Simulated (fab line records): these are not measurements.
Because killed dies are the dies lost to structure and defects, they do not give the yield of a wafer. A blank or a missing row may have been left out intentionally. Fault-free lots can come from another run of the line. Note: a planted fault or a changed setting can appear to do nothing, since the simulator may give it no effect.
Matching of chambers    flow n5 finfet    pecvd-03 running N5_FIN_SAQP_HM_DEP_03: 3 sister chambers
The step deposits SiNx from SiH4/NH3/N2, target thk 38 nm, time 33.6 s. 16 wafers are shown with their chamber, then 8 later ones without.

## WAFERS, EACH WITH ITS CHAMBER
wafer   chamber  throttle valve pct (%)  showerhead plenum p Torr (Torr)  heater power w (W)
L074.2  2        44.2                    5.22                             865
L074.4  2        44.4                    5.23                             888
L074.5  0        38.8                    5.11                             810
L081.2  1        40.5                    5.18                             707
L081.3  1        40.4                    5.19                             723
L081.5  0        38.6                    5.12                             841
L085.1  2        44.5                    5.22                             784
L085.4  0        38.9                    5.11                             915
L085.5  2        44.2                    5.22                             799
L087.2  1        40.6                    5.18                             758
L087.4  2        44.3                    5.21                             913
L087.6  1        40.5                    5.18                             757
L088.3  2        44.2                    5.23                             798
L088.4  2        44.3                    5.23                             818
L088.5  0        38.8                    5.12                             900
L089.2  2        44.3                    5.21                             830

SIGNATURES (averages over the wafers above)
reading                   chamber 0  chamber 1  chamber 2  scatter within a chamber
throttle valve pct        38.775     40.500     44.300     0.107
showerhead plenum p Torr  5.1150     5.1825     5.2213     0.00714
heater power w            866.50     736.25     836.88     43.5
Rule: a wafer's distance from a chamber is the root of the sum, over the readings, of the square of ((its reading less the chamber's mean) divided by the reading's scatter). The wafer belongs to the nearest chamber; if the next one is less than 2 further off, it can't be placed. The scatter is the square root of a quotient: the sum, over the shown wafers, of each reading's squared deviation from its chamber's mean, divided by wafers minus chambers.

## WAFERS WITHOUT THEIR CHAMBER
wafer   throttle valve pct (%)  showerhead plenum p Torr (Torr)  heater power w (W)
L089.4  39.3                    5.09                             855
L089.5  40.4                    5.20                             767
L091.2  40.6                    5.19                             721
L091.4  44.4                    5.22                             789
L091.5  39.4                    5.10                             912
L096.1  44.3                    5.22                             948
L096.2  39.4                    5.12                             797
L096.6  44.2                    5.22                             900

## EACH ONE'S CHAMBER
wafer   from the rows above  in truth
L089.4  0                    0
L089.5  1                    1
L091.2  1                    1
L091.4  2                    2
L091.5  0                    0
L096.1  2                    2
L096.2  0                    0
L096.6  2                    2
Placed correctly: 8 of 8. Left unplaced by these rows: 0. Number placed wrongly: 0.
